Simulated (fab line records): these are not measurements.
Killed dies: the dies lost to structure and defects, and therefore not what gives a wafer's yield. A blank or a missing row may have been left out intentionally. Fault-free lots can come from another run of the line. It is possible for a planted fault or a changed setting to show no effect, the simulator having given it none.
A lot that was struck, set against a sound lot + flow n5 finfet + 25 out of 1938 route steps
Sound: these wafers, L495.1, L495.3, L495.5. The struck wafers were L499.4, L499.5, L499.6. Last of all comes the cause.
Per side, at each step with rows, come the tool, then ch with its chambers, and then its first start. Under that, the readings that differ: sound wafers + struck wafers + difference of the means + sigmas: that difference in standard deviations of wafers without a fault.
alike: readings whose means differ by less than 2 such deviations, and words and numbers that are the same on both sides. not compared: withheld readings, readings that some wafer has no value for, bounds like >300 that may hide the same value, and numbers for which the record gives no deviation and whose values overlap.
The two part at a step that has a row with sigmas, a row that says differs or no value, or rows on one side only. Numbers that have no deviation but don't overlap get no sigmas and don't part them. Lack of a reading on every wafer of one side parts them only where that side has two or more wafers.

first, 8 steps without rows for these wafers: N5_ILD0_FCVD_FILL_01 (material SiO2 flowable, target thk 200 nm, time 328.3 s); N5_ILD0_CURE_02 (time 1800 s); N5_ILD0_CMP_03 (polishes, stops on SiNx, t overpolish 1.9 s, target thk 197.38 nm); N5_ILD0_CMP_07 (polishes SiO2 flowable, stops on poly-Si, t overpolish 1.18 s, target thk 138.88 nm); N5_ILD0_PRECLEAN_10 (cleans in NF3:NH3, afs cycles 5, time 20 s, sublimation time 60 s); N5_ILD0_ALD_15 (deposits SiNx, target thk 24 nm, pulse time 1 s, ald cycles 480); N5_ILD0_CMP_12 (polishes SiNx, stops on poly-Si, t overpolish 6 s, target thk 17.67 nm); N5_SDB_HM_DEP_00 (deposits SiNx from SiH4/NH3/N2, target thk 40 nm, time 35.3 s).
N5_SDB_COAT_03: time 60 s, resist thk 100 nm.
  sound on litho track-01 ch 0, day 6 11:42; struck on litho track-01 ch 0, day 7 12:32
| reading                              | sound                | struck               | difference | sigmas      |
|--------------------------------------|----------------------|----------------------|------------|-------------|
| spin speed rpm (rpm)                 | 1501.3 1499.8 1499.8 | 1376.3 1377.7 1378.3 | -122.9     | -99 or more |
| model.SOC_of_SDB_COAT_03.thk nm (nm) | 99.6 99.8 99.6       | 104.2 104.2 103.8    | +4.4       |             |
then, 9 steps without rows for these wafers: N5_SDB_COAT_04 (time 60 s, resist thk 18 nm); N5_SDB_COAT_05 (resist thk 90 nm); N5_SDB_EBR_07; N5_SDB_SOFTBAKE_06 (time 60 s); N5_SDB_EXPOSE_08 (exposes mask SDB); N5_SDB_PEB_09 (peb time 60 s); N5_SDB_DEVELOP_10 (develop time 30 s); N5_SDB_DESCUM_16 (chemistry O2, time 7.9 s); N5_SDB_ETCH_17 (etches SiARC in CF4, target depth 23.4 nm, time 39 s).
N5_SDB_ETCH_18: etches SOC in N2/H2, target depth 100 nm, overetch 20 nm, time 150 s.
  sound on rie diel-03 ch 0,2, day 6 12:06; struck on rie diel-04 ch 0,1,3, day 7 13:07
| reading                  | sound            | struck            | difference | sigmas |
|--------------------------|------------------|-------------------|------------|--------|
| model.etch.depth nm (nm) | 99.6 99.77 99.56 | 104.2 104.1 103.8 | +4.4       |        |
  alike: drypump motor current A, oes product au, rf fwd power W, rf vpp V, showerhead plenum p Torr, throttle valve pct
  not compared: rf hours counter h
then, 2 steps without rows for these wafers: N5_SDB_STRIP_19 (strips in N2/H2); N5_SDB_STRIP_21 (strips in CF4).
N5_SDB_HM_OPEN_20: chemistry CH3F/O2, target SiNx, stops on poly-Si, target depth 24 nm.
  sound on rie diel-03 ch 0,2, day 6 12:16; struck on rie diel-04 ch 0,1,3, day 7 13:14
| reading                              | sound          | struck         | difference | sigmas |
|--------------------------------------|----------------|----------------|------------|--------|
| model.SOC_of_SDB_COAT_03.thk nm (nm) | 83.6 83.4 83.2 | 88.4 88.4 87.6 | +4.7       |        |
  alike: drypump motor current A, oes_ar_750_au, oes product au, rf fwd power W, rf vpp V, showerhead plenum p Torr, throttle valve pct
  not compared: rf hours counter h
N5_SDB_STRIP_22: strips in N2/H2.
  sound on plasma asher-02 ch 0,1, day 6 12:20; struck on plasma asher-02 ch 0,1, day 7 13:20
| reading                      | sound          | struck           | difference | sigmas |
|------------------------------|----------------|------------------|------------|--------|
| strip time to endpoint s (s) | 95.9 95.7 95.5 | 100.4 100.3 99.7 | +4.4       | +10    |
  alike: drypump motor current A, heater power w, oes product au
  not compared: rf hours counter h
then, 1 step without rows for these wafers: N5_SDB_PRECLEAN_23 (cleans in dHF, time 30 s).
-- the record jumps here: 4 days lie between the struck wafers' starts before and after (it left off in module SDB and takes up again in module BEOL_M4, whose first step shown is number 1111 of the route) --
N5_BEOL_M4_RC_MEAS_101:
  sound on prober-02 ch 0, day 10 23:55; struck on prober-02 ch 0, day 11 22:06
  alike: DIBL_N, DIBL_P, IOFF_N, IOFF_P, ION_N, ION_P, SS_N, SS_P, VT_N, VT_P

== WHERE THEY PART ==
First at N5_SDB_COAT_03; last, within this record, at N5_SDB_STRIP_22. Later steps at which nothing parts them and some readings are alike: N5_BEOL_M4_RC_MEAS_101.

WHY: what had been put in by the simulator
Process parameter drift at N5_SDB_COAT_03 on litho track-01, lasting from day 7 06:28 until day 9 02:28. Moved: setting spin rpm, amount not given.
